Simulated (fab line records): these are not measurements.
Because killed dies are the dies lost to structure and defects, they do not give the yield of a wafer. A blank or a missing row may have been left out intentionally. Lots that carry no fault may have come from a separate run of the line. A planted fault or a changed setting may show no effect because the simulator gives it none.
fab line records | flow nand_harc
[record] lots = 5 wafers = 15 last_day = 29
route steps=1302 shown P_BONDPAD@355
lots untouched by any fault: they come from a run of this same line in which no faults occurred
start_h: hours from the record's first day to the start of the lot's first wafer shown | wait_h: hours since the lot's step before | " unchanged from the row above | L1.1+2: one row covering several wafers at once | - no value present, or no start provided | * or withheld: withheld | < > ~ a bound
route shown NAME@n: NAME is a module with steps in the file, n the number in the route of the first one | usual: mean/standard deviation of fault-free wafers | same: alike in all rows | chamber/n: place in a boat | sites: readings site by site | _std_site: standard deviation across them | _edge_site: mean of outer sites minus mean of inner sites | radius_mm: how far each site lies from the wafer's centre | mask NAME#n: copy n | behind: the last tool/chamber to shape the wafer | hold: reason for holding the lot/hours on hold/outcome of the hold | device: transistor that didn't switch, given as n, p or np | end of line: the same wafers' tests at the end of the route | where a step has no rows: the recipe by itself | killed: dies that structure and defects cost at the first sort, which is not the same as the wafer's yield | map: shows each die of a wafer: x if killed, . if not, _ if none is there
set.NAME: the setting that was run; set.NAME@STEP: the one run at that earlier step | model.NAME: the simulator's own value behind a step, which no gauge read
lots seen at some steps along the route; tables by step, rows by wafer
services: the hour from which a tool's chamber was out of use, counted from the record's first day as start_h (under 0 if before that day), plus the number of hours and why
[[steps]]
[step NHARC_P_BONDPAD_DEHYDRATE_01]
[recipe] temp_c = 150 time_s = 120
[usual] exhaust_pa = 45.1/0.95
// columns lot.wafer tool chamber start_h wait_h exhaust_pa
L076.1 litho_track-03 0 157.77 0.1 46.4
L076.4 " 0 " " 45.1
L076.5 " 0 " " 47.1
L077.1 litho_track-05 0 168.23 0.1 44.4
L077.2 " 0 " " 44.1
L077.3 " 0 " " 45.1
L081.1 litho_track-05 0 203.69 0.1 44.2
L081.4 " 0 " " 46.4
L081.6 " 0 " " 45.0
L082.1 litho_track-05 0 211.36 0.1 45.0
L082.3 " 0 " " 45.0
L082.6 " 0 " " 44.6
L087.2 litho_track-02 0 260.91 0.1 45.4
L087.5 " 0 " " 44.4
L087.6 " 0 " " 45.7
[step NHARC_P_BONDPAD_HMDS_02]
[recipe] time_s = 30
[usual] exhaust_pa = 45.1/0.83
// columns lot.wafer tool chamber start_h wait_h exhaust_pa
L076.1 litho_track-03 0 - - 44.1
L076.4 " 0 " " 45.0
L076.5 " 0 " " 45.8
L077.1 litho_track-05 0 - - 46.1
L077.2 " 0 " " 44.7
L077.3 " 0 " " 46.0
L081.1 litho_track-05 0 - - 44.8
L081.4 " 0 " " 45.7
L081.6 " 0 " " 44.2
L082.1 litho_track-05 0 - - 47.5
L082.3 " 0 " " 44.6
L082.6 " 0 " " 45.6
L087.2 litho_track-02 0 - - 45.2
L087.5 " 0 " " 44.9
L087.6 " 0 " " 46.1
[step NHARC_P_BONDPAD_COAT_36]
[recipe] temp_c = 200 time_s = 65
[usual] exhaust_pa = 45.1/0.95
// columns lot.wafer tool chamber start_h wait_h exhaust_pa
L076.1 litho_track-03 0 - - 46.0
L076.4 " 0 " " 46.2
L076.5 " 0 " " 45.3
L077.1 litho_track-05 0 - - 45.9
L077.2 " 0 " " 45.9
L077.3 " 0 " " 45.9
L081.1 litho_track-05 0 - - 43.7
L081.4 " 0 " " 45.1
L081.6 " 0 " " 44.7
L082.1 litho_track-05 0 - - 45.8
L082.3 " 0 " " 43.8
L082.6 " 0 " " 44.7
L087.2 litho_track-02 0 - - 45.7
L087.5 " 0 " " 45.6
L087.6 " 0 " " 44.0
[step NHARC_P_BONDPAD_COAT_03]
[recipe] spin_rpm = 2000 resist_thk_nm = 600
[usual] exhaust_pa = 45.1/0.86 spin_speed_rpm = 2000.1/1.4
// columns lot.wafer tool chamber start_h wait_h exhaust_pa spin_speed_rpm
L076.1 litho_track-03 0 - - 46.3 1998.5
L076.4 " 0 " " 44.0 1998.6
L076.5 " 0 " " 45.6 2003.4
L077.1 litho_track-05 0 - - 46.9 2002.4
L077.2 " 0 " " 45.6 2002.5
L077.3 " 0 " " 44.7 2004.4
L081.1 litho_track-05 0 - - 44.6 2003.0
L081.4 " 0 " " 45.1 2002.5
L081.6 " 0 " " 45.2 2000.8
L082.1 litho_track-05 0 - - 44.1 1999.3
L082.3 " 0 " " 44.8 1999.4
L082.6 " 0 " " 44.6 1999.4
L087.2 litho_track-02 0 - - 45.6 2002.1
L087.5 " 0 " " 44.5 2000.9
L087.6 " 0 " " 44.7 1998.8
[step NHARC_P_BONDPAD_SOFTBAKE_04]
[recipe] temp_c = 125 time_s = 70
[usual] exhaust_pa = 44.9/0.83
// columns lot.wafer tool chamber start_h wait_h exhaust_pa
L076.1 litho_track-03 0 - - 43.8
L076.4 " 0 " " 44.0
L076.5 " 0 " " 43.7
L077.1 litho_track-05 0 - - 44.1
L077.2 " 0 " " 45.0
L077.3 " 0 " " 45.2
L081.1 litho_track-05 0 - - 45.1
L081.4 " 0 " " 44.9
L081.6 " 0 " " 44.5
L082.1 litho_track-05 0 - - 45.2
L082.3 " 0 " " 44.9
L082.6 " 0 " " 45.4
L087.2 litho_track-02 0 - - 44.3
L087.5 " 0 " " 43.4
L087.6 " 0 " " 43.8
[step NHARC_P_BONDPAD_EBR_05]
[usual] exhaust_pa = 44.9/0.9
// columns lot.wafer tool chamber start_h wait_h exhaust_pa
L076.1 litho_track-03 0 - - 45.9
L076.4 " 0 " " 46.0
L076.5 " 0 " " 47.0
L077.1 litho_track-05 0 - - 44.7
L077.2 " 0 " " 43.6
L077.3 " 0 " " 45.0
L081.1 litho_track-05 0 - - 46.8
L081.4 " 0 " " 46.0
L081.6 " 0 " " 44.1
L082.1 litho_track-05 0 - - 43.2
L082.3 " 0 " " 44.9
L082.6 " 0 " " 45.7
L087.2 litho_track-02 0 - - 45.3
L087.5 " 0 " " 45.1
L087.6 " 0 " " 44.5
[step NHARC_P_BONDPAD_EXPOSE_06]
[recipe] na = 0.55 dose_mj = 37.06 mask_id = P_BPAD
// columns lot.wafer tool chamber start_h wait_h mask
L076.1+4+5 krf_scanner-03 0 158.06 - P_BPAD#0
L077.1+2+3 krf_scanner-02 0 168.52 - P_BPAD#0
L081.1+4+6 krf_scanner-01 0 203.98 - P_BPAD#0
L082.1+3+6 krf_scanner-02 0 211.65 - P_BPAD#0
L087.2+5+6 krf_scanner-02 0 261.20 - P_BPAD#0
[step NHARC_P_BONDPAD_PEB_07]
[recipe] peb_temp_c = 128 peb_time_s = 80
[usual] exhaust_pa = 44.9/0.76
// columns lot.wafer tool chamber start_h wait_h exhaust_pa
L076.1 litho_track-02 0 158.13 0.1 44.7
L076.4 " 0 " " 43.8
L076.5 " 0 " " 45.6
L077.1 litho_track-03 0 168.59 0.1 45.6
L077.2 " 0 " " 45.5
L077.3 " 0 " " 44.5
L081.1 litho_track-02 0 204.05 0.1 44.6
L081.4 " 0 " " 44.3
L081.6 " 0 " " 46.4
L082.1 litho_track-03 0 211.72 0.1 46.5
L082.3 " 0 " " 44.9
L082.6 " 0 " " 45.1
L087.2 litho_track-03 0 261.26 0.1 46.2
L087.5 " 0 " " 44.8
L087.6 " 0 " " 44.8
[step NHARC_P_BONDPAD_DEVELOP_08]
[recipe] time_s = 50 dev_temp_c = 22
[usual] exhaust_pa = 44.9/0.81
// columns lot.wafer tool chamber start_h wait_h exhaust_pa
L076.1 litho_track-02 0 - - 44.4
L076.4 " 0 " " 44.0
L076.5 " 0 " " 43.9
L077.1 litho_track-03 0 - - 44.8
L077.2 " 0 " " 45.3
L077.3 " 0 " " 45.2
L081.1 litho_track-02 0 - - 45.1
L081.4 " 0 " " 45.1
L081.6 " 0 " " 45.9
L082.1 litho_track-03 0 - - 45.2
L082.3 " 0 " " 46.0
L082.6 " 0 " " 45.0
L087.2 litho_track-03 0 - - 44.7
L087.5 " 0 " " 45.8
L087.6 " 0 " " 43.5
[step NHARC_P_BONDPAD_CD_MEAS_09]
[recipe] target_cd_nm = 500 landing_energy_ev = 500
[usual] cd_nm = 499.5/2
[same] landing_energy_ev = 500
// columns lot.wafer tool chamber start_h wait_h cd_nm
L076.1 cd_sem-01 0 158.21 - 501.4
L076.4 " 0 " " 498.0
L076.5 " 0 " " 499.0
L077.1 cd_sem-02 0 168.68 - 503.3
L077.2 " 0 " " 498.2
L077.3 " 0 " " 499.0
L081.1 cd_sem-03 0 204.13 - 501.5
L081.4 " 0 " " 500.6
L081.6 " 0 " " 497.3
L082.1 cd_sem-02 0 211.80 - 499.2
L082.3 " 0 " " 497.1
L082.6 " 0 " " 496.3
L087.2 cd_sem-02 0 261.35 - 497.6
L087.5 " 0 " " 496.9
L087.6 " 0 " " 499.7
[step NHARC_P_BONDPAD_OVL_MEAS_38]
[usual] overlay_x_nm = 1/7.1 overlay_y_nm = -1/5.8
// columns lot.wafer tool chamber start_h wait_h overlay_x_nm overlay_y_nm
L076.1 overlay-01 - 158.30 - 3 -1
L076.4 " - " " 3 -1
L076.5 " - " " 4 -1
L077.1 overlay-02 - 168.76 - 15 9
L077.2 " - " " 15 9
L077.3 " - " " 15 8
L081.1 overlay-01 - 204.22 - 10 -4
L081.4 " - " " 10 -5
L081.6 " - " " 10 -4
L082.1 overlay-01 - 211.89 - 10 3
L082.3 " - " " 10 3
L082.6 " - " " 10 3
L087.2 overlay-02 - 261.44 - -12 -3
L087.5 " - " " -13 -3
L087.6 " - " " -13 -3
[step NHARC_P_BONDPAD_HARDBAKE_10]
[recipe] temp_c = 118 time_s = 65
[usual] exhaust_pa = 45.0/0.9
// columns lot.wafer tool chamber start_h wait_h exhaust_pa
L076.1 litho_track-03 0 158.35 0.0 44.9
L076.4 " 0 " " 44.6
L076.5 " 0 " " 45.2
L077.1 litho_track-05 0 168.81 0.0 46.1
L077.2 " 0 " " 45.8
L077.3 " 0 " " 45.0
L081.1 litho_track-02 0 204.27 0.0 45.0
L081.4 " 0 " " 44.3
L081.6 " 0 " " 45.5
L082.1 litho_track-02 0 211.94 0.0 43.6
L082.3 " 0 " " 43.9
L082.6 " 0 " " 45.1
L087.2 litho_track-05 0 261.49 0.0 46.6
L087.5 " 0 " " 46.4
L087.6 " 0 " " 46.3
[step NHARC_P_BONDPAD_DESCUM_11]
[recipe] time_s = 3 o2_flow_sccm = 200 ar_flow_sccm = 0 bias_power_w = 0 chemistry = O2
[usual] drypump_motor_current_A = 5.9/0.42 oes_product_au = 0.998/0.01 rf_vpp_V = 57.8/0.9 showerhead_plenum_p_Torr = 1.92/0.09 throttle_valve_pct = 11.311/0.0089
[same] bias_power_w = 0
// columns lot.wafer tool chamber start_h wait_h drypump_motor_current_A oes_product_au rf_hours_counter_h rf_vpp_V showerhead_plenum_p_Torr throttle_valve_pct
L076.1 rie_diel-07 2 158.43 - 6.4 0.998 0.7 58.3 1.90 11.308
L076.4 " 0 " " 6.5 0.984 0.8 57.3 1.80 11.306
L076.5 " 2 " " 6.4 1.004 - 57.3 1.90 11.302
L077.1 rie_diel-07 0 168.89 - 6.5 0.991 0.9 57.6 1.80 11.304
L077.3 " 1 " " 5.9 1.002 0.9 58.7 2.06 11.303
L077.2 " 3 " " 5.5 0.986 0.8 57.3 1.82 11.305
L081.4 rie_diel-07 2 204.34 - 6.4 1.000 1.4 59.1 1.90 11.295
L081.1 " 3 " " 5.5 1.001 1.4 57.6 1.82 11.326
L081.6 " 2 " " 6.4 1.006 - 57.9 1.91 11.315
L082.3 rie_diel-07 1 212.02 - 5.9 1.002 1.7 58.1 2.06 11.319
L082.1 " 3 " " 5.5 0.994 1.7 56.2 1.82 11.293
L082.6 " 0 " " 6.4 0.972 - 57.7 1.80 11.316
L087.2 rie_diel-05 3 261.58 - 5.6 1.008 1.8 58.9 1.90 11.319
L087.5 " 1 " " 6.5 0.998 - 59.0 1.96 11.311
L087.6 " 2 " " 6.1 0.997 - 59.1 2.05 11.332
[step NHARC_P_BONDPAD_ETCH_37]
[recipe] target_depth_a = 600 overetch_a = 180 time_s = 65.91 ion_energy_ev = 200 n2_flow_sccm = 150 h2_flow_sccm = 150 ar_flow_sccm = 0 rf_w = 400 bias_w = 150 chemistry = N2/H2
[usual] drypump_motor_current_A = 5.9/0.43 oes_product_au = 0.997/0.01 rf_vpp_V = 430.7/2.9 showerhead_plenum_p_Torr = 2.04/0.1 throttle_valve_pct = 14.171/0.0092
// columns lot.wafer tool chamber start_h wait_h drypump_motor_current_A oes_product_au rf_hours_counter_h rf_vpp_V showerhead_plenum_p_Torr throttle_valve_pct
L076.1 rie_diel-07 2 158.51 0.1 6.3 1.009 0.7 429.5 2.03 14.183
L076.4 " 0 " " 6.4 0.988 0.8 428.0 1.92 14.162
L076.5 " 2 " " 6.4 1.008 - 431.7 2.03 14.164
L077.1 rie_diel-07 1 168.97 0.1 5.9 0.999 0.9 435.4 2.20 14.167
L077.2 " 3 " " 5.5 1.004 0.8 427.5 1.93 14.187
L077.3 " 0 " " 6.4 0.999 0.9 426.9 1.92 14.177
L081.1 rie_diel-07 1 204.43 0.1 5.9 1.007 1.5 434.6 2.20 14.176
L081.4 " 2 " " 6.4 0.989 1.4 429.9 2.03 14.177
L081.6 " 0 " " 6.5 0.989 - 427.3 1.92 14.168
L082.1 rie_diel-07 3 212.10 0.1 5.5 0.983 1.7 428.2 1.93 14.179
L082.3 " 2 " " 6.4 0.989 1.6 431.5 2.03 14.173
L082.6 " 0 " " 6.5 0.983 - 427.6 1.92 14.182
L087.2 rie_diel-05 1 261.65 0.1 6.6 0.983 2.3 431.3 2.09 14.164
L087.5 " 1 " " 6.6 1.003 - 431.4 2.09 14.182
L087.6 " 2 " " 6.1 0.993 - 433.7 2.19 14.182
[step NHARC_P_BONDPAD_ETCH_12]
[recipe] target_depth_a = 2000 time_s = 100 chf3_flow_sccm = 50 o2_flow_sccm = 10 ar_flow_sccm = 200 rf_w = 500 bias_w = 200 chemistry = CHF3/O2
[usual] drypump_motor_current_A = 5.9/0.43 oes_product_au = 0.937/0.022 rf_vpp_V = 370.4/2.5 showerhead_plenum_p_Torr = 2.39/0.11 throttle_valve_pct = 20.573/0.0097
// columns lot.wafer tool chamber start_h wait_h drypump_motor_current_A oes_product_au rf_hours_counter_h rf_vpp_V showerhead_plenum_p_Torr throttle_valve_pct
L076.1 rie_diel-07 1 - - 5.9 0.914 0.9 373.4 2.58 20.562
L076.4 " 3 " " 5.5 0.923 0.7 367.6 2.29 20.561
L076.5 " 1 " " 5.9 0.914 - 373.6 2.58 20.569
L077.3 rie_diel-07 3 - - 5.5 0.925 0.8 367.9 2.29 20.573
L077.2 " 0 " " 6.5 0.912 0.9 367.3 2.27 20.575
L077.1 " 2 " " 6.4 0.926 0.9 369.8 2.39 20.561
L081.4 rie_diel-07 0 - - 6.4 0.912 1.5 369.1 2.27 20.570
L081.1 " 2 " " 6.4 0.931 1.4 371.2 2.39 20.580
L081.6 " 3 " " 5.5 0.925 - 367.3 2.29 20.558
L082.3 rie_diel-07 2 - - 6.4 0.971 1.7 367.8 2.39 20.555
L082.1 " 1 " " 5.9 0.966 1.8 374.4 2.58 20.578
L082.6 " 3 " " 5.5 0.977 - 369.2 2.29 20.583
L087.2 rie_diel-05 0 - - 5.4 0.985 1.8 368.3 2.36 20.573
L087.5 " 1 " " 6.5 0.964 - 371.5 2.45 20.573
L087.6 " 2 " " 6.1 0.957 - 374.1 2.57 20.558
[step NHARC_P_BONDPAD_CD_MEAS_13]
[usual] cd_nm = 498.9/2.2
// columns lot.wafer tool chamber start_h wait_h cd_nm
L076.1 cd_sem-03 - 158.74 - 501.3
L076.4 " - " " 497.0
L076.5 " - " " 498.7
L077.1 cd_sem-03 - 169.20 - 502.5
L077.2 " - " " 498.8
L077.3 " - " " 498.0
L081.1 cd_sem-03 - 204.66 - 499.9
L081.4 " - " " 500.0
L081.6 " - " " 496.2
L082.1 cd_sem-03 - 212.33 - 498.4
L082.3 " - " " 496.9
L082.6 " - " " 496.0
L087.2 cd_sem-02 - 261.88 - 498.8
L087.5 " - " " 497.2
L087.6 " - " " 501.1
[step NHARC_P_BONDPAD_STRIP_15]
[recipe] o2_flow_sccm = 500 ar_flow_sccm = 0 bias_w = 0 chemistry = O2
[usual] drypump_motor_current_A = 5.9/0.42 oes_product_au = 0.997/0.0099 rf_vpp_V = 57.7/0.88 showerhead_plenum_p_Torr = 3.53/0.15 throttle_valve_pct = 17.036/0.0086
// columns lot.wafer tool chamber start_h wait_h drypump_motor_current_A oes_product_au rf_hours_counter_h rf_vpp_V showerhead_plenum_p_Torr throttle_valve_pct
L076.1 rie_diel-01 0 158.85 0.1 5.2 1.010 6.2 59.4 3.73 17.035
L076.4 " 1 " " 5.8 0.990 6.0 58.6 3.56 17.033
L076.5 " 3 " " 6.2 0.988 - 57.6 3.40 17.039
L077.3 rie_diel-01 0 169.29 0.1 5.3 1.002 6.5 59.6 3.73 17.029
L077.2 " 1 " " 5.8 0.994 6.3 57.5 3.56 17.047
L077.1 " 2 " " 5.5 0.997 6.0 58.1 3.46 17.025
L081.1 rie_diel-07 0 204.73 0.1 6.4 0.987 1.6 58.1 3.34 17.033
L081.4 " 2 " " 6.3 0.997 1.5 56.3 3.51 17.046
L081.6 " 0 " " 6.5 0.997 - 56.8 3.34 17.040
L082.3 rie_diel-07 0 212.42 0.1 6.5 0.991 1.9 55.6 3.34 17.044
L082.1 " 1 " " 5.9 0.999 1.8 57.0 3.78 17.038
L082.6 " 0 " " 6.5 0.979 - 56.3 3.34 17.027
L087.2 rie_diel-05 3 261.97 0.1 5.6 1.014 1.9 57.1 3.50 17.031
L087.5 " 2 " " 6.1 0.993 - 58.1 3.77 17.036
L087.6 " 3 " " 5.5 1.007 - 57.2 3.50 17.040
[step NHARC_P_BONDPAD_ETCH_24]
[recipe] target_depth_a = 300 over_etch_frac = 0.3 time_s = 72.99 ion_energy_ev = 150 cf4_flow_sccm = 50 n2_flow_sccm = 100 ar_flow_sccm = 150 rf_w = 300 bias_w = 100 chemistry = CF4/N2
[usual] drypump_motor_current_A = 5.9/0.42 oes_product_au = 0.998/0.0097 rf_vpp_V = 314.5/2.2 showerhead_plenum_p_Torr = 2.65/0.12 throttle_valve_pct = 19.794/0.0089
// columns lot.wafer tool chamber start_h wait_h drypump_motor_current_A oes_product_au rf_hours_counter_h rf_vpp_V showerhead_plenum_p_Torr throttle_valve_pct
L076.4 rie_diel-01 1 - - 5.8 0.993 6.0 315.6 2.65 19.792
L076.1 " 0 " " 5.3 1.008 6.2 315.6 2.78 19.788
L076.5 " 2 " " 5.5 0.989 - 313.3 2.57 19.814
L077.1 rie_diel-01 1 - - 5.8 0.996 6.4 313.4 2.65 19.807
L077.3 " 2 " " 5.5 0.994 6.1 312.1 2.57 19.789
L077.2 " 0 " " 5.2 1.006 6.5 315.6 2.78 19.801
L081.1 rie_diel-07 0 - - 6.5 0.980 1.6 312.8 2.48 19.789
L081.4 " 3 " " 5.5 0.995 1.5 313.3 2.50 19.789
L081.6 " 0 " " 6.5 0.995 - 312.4 2.48 19.795
L082.1 rie_diel-07 0 - - 6.5 0.988 2.0 311.7 2.48 19.776
L082.3 " 1 " " 5.9 0.994 1.8 318.5 2.82 19.788
L082.6 " 0 " " 6.4 0.978 - 312.1 2.48 19.796
L087.2 rie_diel-05 0 - - 5.5 1.009 1.8 311.7 2.58 19.797
L087.6 " 0 " " 5.5 1.008 - 312.2 2.58 19.785
L087.5 " 1 " " 6.6 1.005 - 313.6 2.68 19.793
[step NHARC_P_BONDPAD_STRIP_16]
[recipe] time_s = 600 temp_c = 30 chemistry = post_etch_residue_remover
// columns lot.wafer tool chamber start_h wait_h
L076.4+5+1 wet_bench-10 5,7,0 159.11 -
L077.1+2+3 wet_bench-08 7,3,4 169.55 -
L081.1+6+4 wet_bench-10 1,2,4 205.02 -
L082.1+3+6 wet_bench-08 6,0,1 212.70 -
L087.5+2+6 wet_bench-08 6,7,2 262.23 -
[step NHARC_P_BONDPAD_DEGAS_25]
[recipe] temp_c = 300 time_s = 60
[usual] heater_power_w = 461/36 susceptor_temp_C = 299.98/0.18
// columns lot.wafer tool chamber start_h wait_h heater_power_w susceptor_temp_C
L076.1 pvd_sputter-01 - 159.37 - 456 299.98
L076.4 " - " " 472 299.90
L076.5 " - " " 442 300.00
L077.1 pvd_sputter-02 - 169.82 - 471 299.94
L077.3 " - " " 405 299.69
L077.2 " - " " 481 299.60
L081.4 pvd_sputter-02 - 205.28 - 481 300.28
L081.1 " - " " 502 300.06
L081.6 " - " " 484 299.79
L082.3 pvd_sputter-02 - 212.96 - 483 300.06
L082.1 " - " " 475 300.17
L082.6 " - " " 481 300.23
L087.2 pvd_sputter-02 - 262.52 - 476 300.01
L087.6 " - " " 519 299.83
L087.5 " - " " 498 300.19
[step NHARC_P_BONDPAD_PRE_CLEAN_26]
[recipe] time_s = 30 temp_c = 280 gas = H2/He
[usual] heater_power_w = 402/32 susceptor_temp_C = 280.00/0.19
// columns lot.wafer tool chamber start_h wait_h heater_power_w susceptor_temp_C
L076.4 pvd_sputter-01 - - - 386 279.77
L076.1 " - " " 352 280.24
L076.5 " - " " 392 280.16
L077.3 pvd_sputter-02 - - - 425 -
L077.2 " - " " 355 -
L077.1 " - " " 444 -
L081.1 pvd_sputter-02 - - - 347 279.61
L081.4 " - " " 407 279.91
L081.6 " - " " 346 279.62
L082.3 pvd_sputter-02 - - - 430 280.30
L082.1 " - " " 413 280.31
L082.6 " - " " 438 280.22
L087.2 pvd_sputter-02 - - - 409 280.01
L087.6 " - " " 419 280.10
L087.5 " - " " 354 280.03
[step NHARC_P_BONDPAD_PVD_17]
[recipe] target_thk_a = 50 bias_v = 168.6 power_w = 15000 chamber_pressure_pa = 0.12 time_s = 8.06 substrate_temp_c = 50 material = TaN
[usual] throttle_valve_pct = 29.9/0.83
// columns lot.wafer tool chamber start_h wait_h throttle_valve_pct
L076.4 pvd_sputter-01 - - - 28.0
L076.1 " - " " 29.5
L076.5 " - " " 28.1
L077.2 pvd_sputter-02 - - - 30.6
L077.1 " - " " 30.9
L077.3 " - " " 30.2
L081.4 pvd_sputter-02 - - - 30.3
L081.1 " - " " 31.1
L081.6 " - " " 30.5
L082.1 pvd_sputter-02 - - - 30.0
L082.3 " - " " 30.2
L082.6 " - " " 30.2
L087.2 pvd_sputter-02 - - - 29.8
L087.5 " - " " 30.9
L087.6 " - " " 30.0
[[services]]
// columns tool chamber start_h hours kind
wet_bench-10 - 135.20 8.0 pm
krf_scanner-01 - 140.00 4.0 pm
rie_diel-07 0 150.70 - clean
rie_diel-07 1 150.70 - clean
rie_diel-07 2 150.70 - clean
rie_diel-07 3 150.70 - clean
rie_diel-07 - 167.71 1.0 repair
rie_diel-07 0 175.20 - clean
rie_diel-07 1 175.20 - clean
rie_diel-07 2 175.20 - clean
rie_diel-07 3 175.20 - clean
krf_scanner-03 - 186.09 0.4 repair
rie_diel-01 - 186.22 0.5 repair
rie_diel-01 - 203.91 9.0 pm
krf_scanner-01 - 205.93 0.3 repair
krf_scanner-03 - 208.50 0.1 repair
rie_diel-01 1 219.52 18.4 repair
krf_scanner-03 - 224.01 4.0 pm
pvd_sputter-01 - 226.00 10.0 pm
litho_track-02 - 227.00 7.0 pm
rie_diel-05 - 229.60 9.0 pm
rie_diel-01 0 243.00 4.4 repair
rie_diel-07 2 253.62 6.0 repair
pvd_sputter-01 - 258.23 6.3 repair
[[key]]
fault none
